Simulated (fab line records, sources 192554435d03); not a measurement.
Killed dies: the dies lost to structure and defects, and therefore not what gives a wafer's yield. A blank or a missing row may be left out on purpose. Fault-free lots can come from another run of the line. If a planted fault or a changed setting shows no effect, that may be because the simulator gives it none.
Split-lot study | flow n5_finfet | 7 lots, 39 wafers read, on a route of 1938 steps

== THE SPLIT ITSELF ==
At N5_BEOL_M4_TRENCH_ETCH_37 (etches SiOC in C4F6/O2, target depth 55.555 nm, time 29.2 s), the setting target_depth_a was moved away from the recipe's 555.55 angstrom on 12 of the 39 wafers read, by -59.8% to -19.1%. All remaining wafers had this setting at the recipe value.

== FROM THE SPLIT TO THE READING: what the file shows between them, 8 steps ==
- N5_BEOL_M4_ETCH_41: etches SiCN in CH3F/O2, target depth 29.9 nm, time 52.5 s
- N5_BEOL_M4_STRIP_97: strips in N2/H2, time 10 s
- N5_BEOL_M4_OCD_MEAS_38
- N5_BEOL_M4_HM_STRIP_39: strips TiN in peroxide tin strip, target depth 25 nm, time 158 s
- N5_BEOL_M4_SRD_40: time 30 s
- N5_BEOL_M4_ECD_50: material Cu, target thk 300 nm
- N5_BEOL_M4_ANNEAL_51: time 90 s
- N5_BEOL_M4_CMP_52: polishes, stops on SiOC, t overpolish 6.8 s, target thk 40 nm

== THE READING ==
M4_THK, in nm, at N5_BEOL_M4_THK_MEAS_53 (measures by xrf). On this fab line, fault-free wafers typically give 40.3 nm with a standard deviation of 1.2 nm.

wafer  | tool, chamber at the split | target_depth_a as run, angstrom | against the recipe | M4_THK, nm | against lot-mates on the recipe
L077.1 | rie_diel-03, 0             | 555.55                          | recipe             | 40.8       | -
L077.2 | rie_diel-03, 1             | 555.55                          | recipe             | 39.9       | -
L077.3 | rie_diel-03, 2             | 223.1                           | -59.8%             | 6.3        | -33.7
L077.4 | rie_diel-03, 3             | 223.1                           | -59.8%             | 7.6        | -32.4
L077.5 | rie_diel-03, 0             | 223.1                           | -59.8%             | 7.4        | -32.6
L077.6 | rie_diel-03, 3             | 555.55                          | recipe             | 39.3       | -
L081.1 | rie_diel-04, 3             | 555.55                          | recipe             | 40.5       | -
L081.2 | rie_diel-04, 1             | 555.55                          | recipe             | 40.7       | -
L081.3 | rie_diel-04, 2             | 555.55                          | recipe             | 41.6       | -
L081.4 | rie_diel-04, 0             | 449.7                           | -19.1%             | 30.7       | -10.2
L081.5 | rie_diel-04, 0             | 449.7                           | -19.1%             | 31.9       | -9.0
L081.6 | rie_diel-04, 3             | 449.7                           | -19.1%             | 30.6       | -10.3
L088.1 | rie_diel-04, 0             | 555.55                          | recipe             | 41.2       | -
L088.2 | rie_diel-04, 3             | 555.55                          | recipe             | 41.9       | -
L088.3 | rie_diel-04, 2             | 555.55                          | recipe             | 42.0       | -
L088.4 | rie_diel-04, 1             | 555.55                          | recipe             | 41.6       | -
L088.5 | rie_diel-04, 2             | 555.55                          | recipe             | 40.5       | -
L088.6 | rie_diel-04, 3             | 555.55                          | recipe             | 43.4       | -
L090.1 | rie_diel-04, 1             | 555.55                          | recipe             | 41.3       | -
L090.3 | rie_diel-04, 2             | 555.55                          | recipe             | 43.9       | -
L090.6 | rie_diel-04, 3             | 555.55                          | recipe             | 42.1       | -
L091.1 | rie_diel-04, 0             | 555.55                          | recipe             | 38.7       | -
L091.2 | rie_diel-04, 3             | 555.55                          | recipe             | 39.5       | -
L091.3 | rie_diel-04, 1             | 555.55                          | recipe             | 40.6       | -
L091.4 | rie_diel-04, 2             | 555.55                          | recipe             | 41.1       | -
L091.5 | rie_diel-04, 2             | 555.55                          | recipe             | 40.3       | -
L091.6 | rie_diel-04, 1             | 555.55                          | recipe             | 40.1       | -
L094.1 | rie_diel-04, 1             | 423.1                           | -23.8%             | 28.1       | -12.2
L094.2 | rie_diel-04, 0             | 423.1                           | -23.8%             | 28.2       | -12.1
L094.3 | rie_diel-04, 3             | 555.55                          | recipe             | 40.1       | -
L094.4 | rie_diel-04, 2             | 555.55                          | recipe             | 40.3       | -
L094.5 | rie_diel-04, 3             | 555.55                          | recipe             | 40.6       | -
L094.6 | rie_diel-04, 2             | 423.1                           | -23.8%             | 26.3       | -14.0
L097.1 | rie_diel-04, 2             | 332.2                           | -40.2%             | 18.9       | -22.4
L097.2 | rie_diel-04, 1             | 555.55                          | recipe             | 41.0       | -
L097.3 | rie_diel-04, 0             | 332.2                           | -40.2%             | 19.5       | -21.8
L097.4 | rie_diel-04, 3             | 555.55                          | recipe             | 41.5       | -
L097.5 | rie_diel-04, 1             | 555.55                          | recipe             | 41.5       | -
L097.6 | rie_diel-04, 0             | 332.2                           | -40.2%             | 18.8       | -22.5

FIT RESULTS
A straight line over all 39 wafers: M4_THK changes by +0.559 nm for each +1% of target_depth_a; r = +1.00; the points scatter about the line by 1.1 nm.
The same after taking each lot's own level away (the mean of its wafers on the recipe; 39 wafers): +0.549 nm for each +1%; r = +1.00; scatter 0.73 nm.
Per that fit: largest target_depth_a move, reading shift of 33 nm.
Measured against the standard deviation above, the lots' own levels, which go from 40.00 to 42.43 nm, span 2.0 times it.
The two slopes agree, so the slope changes little with the lot-to-lot level.
Check: with one of the wafers moved furthest among these (-59.8%) left out of the fit, the line predicts -32.6 nm for it against its lot-mates. Against them it came out at -33.7 nm.

== OTHER SPLITS APPLIED TO THESE WAFERS ==
Note: prior to the reading, these wafers also went through further splits. Each is held against what the fit with the lots' levels taken away leaves over:
other split on the same wafers | wafers away from the commonest value | r with M4_THK (lot level and that fit taken away)
N5_BEOL_M1_CVD_47 target_thk_a | 9                                    | +0.20

== THE WHOLE CHAIN: every reading that the file lists as answering this split, in the file's order ==
step                      | what it does                                                  | reading                                                                          | change (the file's fit)                | r (the file's)
N5_BEOL_M4_TRENCH_ETCH_37 | etches SiOC in C4F6/O2, target depth 55.555 nm, time 29.2 s   | BEOL_M4.feature_depth_nm (the simulator's own value, which no gauge read)        | +0.554 nm for each +1% of the setting  | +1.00
N5_BEOL_M4_TRENCH_ETCH_37 | etches SiOC in C4F6/O2, target depth 55.555 nm, time 29.2 s   | etch.depth_nm (the simulator's own value, which no gauge read)                   | +0.554 nm for each +1% of the setting  | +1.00
N5_BEOL_M4_TRENCH_ETCH_37 | etches SiOC in C4F6/O2, target depth 55.555 nm, time 29.2 s   | TiN_of_BEOL_M4_HM_DEP_02.thk_nm (the simulator's own value, which no gauge read) | -0.0226 nm for each +1% of the setting | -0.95
N5_BEOL_M4_OCD_MEAS_38    |                                                               | trench_depth_nm                                                                  | +0.548 nm for each +1% of the setting  | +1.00
N5_BEOL_M4_CMP_52         | polishes, stops on SiOC, t overpolish 6.8 s, target thk 40 nm | Cu_of_BEOL_M4_ECD_50.thk_nm (the simulator's own value, which no gauge read)     | +0.55 nm for each +1% of the setting   | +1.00
N5_BEOL_M4_THK_MEAS_53    | measures by xrf                                               | M4_THK                                                                           | +0.548 for each +1% of the setting     | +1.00

== THE FILE'S OWN FIT ==
M4_THK changes by +0.548 nm for each +1% of target_depth_a, r = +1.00.
